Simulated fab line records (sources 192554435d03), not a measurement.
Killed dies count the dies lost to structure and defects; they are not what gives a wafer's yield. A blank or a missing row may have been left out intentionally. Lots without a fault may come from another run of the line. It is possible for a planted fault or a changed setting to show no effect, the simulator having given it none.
One fault seen from 2 desks -- flow n5-finfet -- only its own numbers are on each desk; what lay behind them is given at the end

DESK OF THE TOOL OWNER: litho-track-04
The tool's own readings at N5_FIN_CUT_COAT_18 (time 60 s, resist thk 230 nm): means of the sampled wafers that have a number, for each lot that ran on this tool. A lot is out of limits, marked OUT, if its mean lies more than 4 standard deviations from the usual mean; the brackets give that distance.
Columns: A = heater-power-total-W at N5_FIN_CUT_COAT_18, usual 500.1 W; B = plate-temp-C at N5_FIN_CUT_COAT_18, usual 249.97 C; C = resist-line-temp-C at N5_FIN_CUT_COAT_18, usual 22.98 C; D = spin-speed-rpm at N5_FIN_CUT_COAT_18, usual 1500.2 rpm
lot,first seen here,A,B,C,D
L736,day 2 07:52,498.8,249.98,22.93,1499.3
L741,day 3 14:35,499.9,249.95,22.88,1500.8
L743,day 4 02:46,499.8,249.87,23.11,1501.0
L744,day 4 09:31,500.7,249.82,22.92,1500.3
L748,day 5 09:22,498.5,249.94,22.99,1499.6
L751,day 6 02:38,484.3 (-8.8) OUT,243.98 (-40) OUT,22.89,1499.6
L754,day 6 21:32,484.2 (-8.8) OUT,243.96 (-40) OUT,22.96,1500.2
This desk's verdict: out of limits on L751, L754, starting with L751 at day 6 02:38 (heater-power-total-W at N5_FIN_CUT_COAT_18). L736, L741, L743, L744, L748 stayed within limits.

THE METROLOGY DESK
What the gauges read for every lot (on any tool): the sampled wafers with a number, averaged. A lot is out of limits, marked OUT, if its mean lies more than 4 standard deviations from the usual mean; the brackets give that distance.
Columns: A = cd-nm at N5_FIN_CUT_CD_MEAS_08, usual 29.15 nm
lot,first seen here,A
L736,day 2 08:08,28.99
L737,day 2 15:45,29.11
L741,day 3 14:51,29.02
L743,day 4 03:02,29.06
L744,day 4 09:47,29.21
L748,day 5 09:46,29.10
L751,day 6 03:02,29.37
L752,day 6 07:59,29.12
L754,day 6 21:49,29.05
L756,day 7 13:37,29.41
This desk found nothing out of limits on any of the 10 lots.

TAKEN TOGETHER
An alarm could have come from the tool owner's desk at day 6 02:38, on L751, L754.
At the metrology desk, nothing out of limits was observed.
The metrology desk has L751, L754 on record, within its limits.
On litho-track-04, each named lot ran N5_FIN_CUT_COAT_18.

WHAT THE SIMULATOR HAD PUT IN
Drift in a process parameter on litho-track-04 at N5_FIN_CUT_COAT_18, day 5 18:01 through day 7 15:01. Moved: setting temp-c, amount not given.
Lots struck among those shown: L751, L754.
Delay in hours, fault start to first out-of-limits reading, by desk: the tool owner's desk at 9.
